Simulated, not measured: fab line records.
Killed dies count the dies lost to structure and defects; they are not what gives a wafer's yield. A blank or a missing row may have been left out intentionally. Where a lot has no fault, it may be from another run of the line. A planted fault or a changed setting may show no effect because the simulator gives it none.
Which tool was responsible? + flow nandHarc + 36 wafers from 12 lots sampled at 6 of the route's 1159 steps

== WHAT EACH GAUGE READ, for each wafer ==
NHARC_P_M2_CD_MEAS_16.
| lot  | measured     | on       | cdNm (nm)         |
|------|--------------|----------|-------------------|
| L074 | day 6 14:28  | cdSem-01 | 169.3 170.5 170.7 |
| L078 | day 7 05:14  | cdSem-03 | 170.7 169.1 171.0 |
| L079 | day 7 07:01  | cdSem-01 | 168.6 168.8 168.9 |
| L081 | day 8 07:12  | cdSem-02 | 171.4 168.8 171.0 |
| L082 | day 8 08:36  | cdSem-02 | 169.6 170.0 170.3 |
| L086 | day 9 07:31  | cdSem-03 | 169.5 168.2 169.1 |
| L087 | day 9 08:43  | cdSem-03 | 171.2 168.9 169.2 |
| L090 | day 10 01:10 | cdSem-03 | 170.4 169.7 171.3 |
| L091 | day 10 07:52 | cdSem-03 | 169.8 170.4 168.5 |
| L093 | day 10 23:22 | cdSem-03 | 169.9 170.0 170.9 |
| L094 | day 11 05:08 | cdSem-02 | 169.6 169.0 169.8 |
| L097 | day 12 01:53 | cdSem-02 | 171.4 169.8 169.8 |

== TOOL THAT RAN EACH LOT (tool first, then ch and the chambers of the sampled wafers, then the start) ==
| lot  | NHARC_P_GATE_HM_OPEN_105                    | NHARC_P_GATE_DESCUM_48            | NHARC_P_CONTACT_CVD_23                  | NHARC_P_M0_DESCUM_14              | NHARC_P_M1_DEP_33              |
|------|---------------------------------------------|-----------------------------------|-----------------------------------------|-----------------------------------|--------------------------------|
| L074 | rieDiel-07 ch 0,1, day 5 11:31 or earlier   | rieDiel-07 ch 0,2,3, day 5 11:31  | cvdW-02 ch 0,1, day 6 05:32 or earlier  | rieDiel-13 ch 1,2,3, day 6 05:32  | pecvd-01 ch 1,2, day 6 12:37   |
| L078 | rieDiel-07 ch 1,3, day 6 01:31 or earlier   | rieDiel-08 ch 2,3, day 6 01:31    | cvdW-02 ch 1, day 6 20:28 or earlier    | rieDiel-06 ch 1,2, day 6 20:28    | pecvd-01 ch 0,1,2, day 7 03:32 |
| L079 | rieDiel-01 ch 0,1, day 6 08:29 or earlier   | rieDiel-07 ch 0,1,2, day 6 08:29  | cvdW-01 ch 0,1, day 6 22:11 or earlier  | rieDiel-13 ch 0,2, day 6 22:11    | pecvd-01 ch 0,1,2, day 7 05:13 |
| L081 | rieDiel-07 ch 2,3, day 7 08:52 or earlier   | rieDiel-07 ch 0,1,3, day 7 08:52  | cvdW-01 ch 0,1, day 7 22:46 or earlier  | rieDiel-13 ch 0,1, day 7 22:46    | pecvd-02 ch 0,1,2, day 8 05:28 |
| L082 | rieDiel-08 ch 0,3, day 7 10:01 or earlier   | rieDiel-01 ch 2,3, day 7 10:01    | cvdW-01 ch 0,1, day 8 00:00 or earlier  | rieDiel-13 ch 0,1, day 8 00:00    | pecvd-04 ch 0,2, day 8 06:52   |
| L086 | rieDiel-08 ch 1,3, day 8 08:55 or earlier   | rieDiel-07 ch 0,1,2, day 8 08:55  | cvdW-02 ch 0,1, day 8 22:44 or earlier  | rieDiel-12 ch 1,2,3, day 8 22:44  | pecvd-02 ch 0,2, day 9 05:36   |
| L087 | rieDiel-07 ch 0,2,3, day 8 10:26 or earlier | rieDiel-08 ch 0,1,2, day 8 10:26  | cvdW-02 ch 0,1, day 8 23:16 or earlier  | rieDiel-13 ch 1,2,3, day 8 23:16  | pecvd-02 ch 0,1,2, day 9 07:07 |
| L090 | rieDiel-01 ch 1,2, day 9 03:49 or earlier   | rieDiel-07 ch 0,1,2, day 9 03:49  | cvdW-01 ch 0,1, day 9 14:28             | rieDiel-06 ch 1,2, day 9 16:34    | pecvd-02 ch 0,1,2, day 9 23:23 |
| L091 | rieDiel-08 ch 0,1,3, day 9 09:31 or earlier | rieDiel-07 ch 1,2,3, day 9 09:31  | cvdW-01 ch 0,1, day 9 23:08 or earlier  | rieDiel-13 ch 2,3, day 9 23:08    | pecvd-01 ch 0,2, day 10 06:08  |
| L093 | rieDiel-07 ch 0,3, day 10 00:35 or earlier  | rieDiel-07 ch 2,3, day 10 00:35   | cvdW-01 ch 0,1, day 10 14:59 or earlier | rieDiel-12 ch 0,1,2, day 10 14:59 | pecvd-04 ch 1,2, day 10 21:43  |
| L094 | rieDiel-08 ch 0,1, day 10 07:37 or earlier  | rieDiel-08 ch 2,3, day 10 07:37   | cvdW-02 ch 0, day 10 20:20 or earlier   | rieDiel-13 ch 0,2, day 10 20:20   | pecvd-04 ch 0,1, day 11 03:19  |
| L097 | rieDiel-07 ch 1,3, day 10 23:27 or earlier  | rieDiel-08 ch 0,2,3, day 10 23:27 | cvdW-02 ch 1, day 11 16:29 or earlier   | rieDiel-13 ch 0,3, day 11 16:29   | pecvd-04 ch 0,2, day 12 00:11  |
- NHARC_P_GATE_HM_OPEN_105: chemistry O2/COS, target depth 360 nm.
- NHARC_P_GATE_DESCUM_48: chemistry O2, time 3 s.
- NHARC_P_CONTACT_CVD_23: deposits W, target thk 200 nm, time 557 s.
- NHARC_P_M0_DESCUM_14: chemistry O2, time 3 s.
- NHARC_P_M1_DEP_33: deposits SiCN, target thk 30 nm.

== THE ANSWER, worked out from the rows above alone ==
Rule: the usual values come from the lots themselves. Put in order of their means at a reading, lots are off if they are a third of the lots or fewer, leave a main group of 4 or more, and stand apart from it by a gap of 3 or more times the standard deviation of the main group's means; of several such gaps the widest counts. Not used: any main group whose means are identical at the precision the tables above print for the reading. Also off: a lot with no number at a reading for which 4 or more lots have one. Where the step has rows for the other lots, those lots are counted as sound.
No lot is off on any of the readings shown, so nothing can be concluded from this.

== WHAT HAD BEEN PUT IN BY THE SIMULATOR ==
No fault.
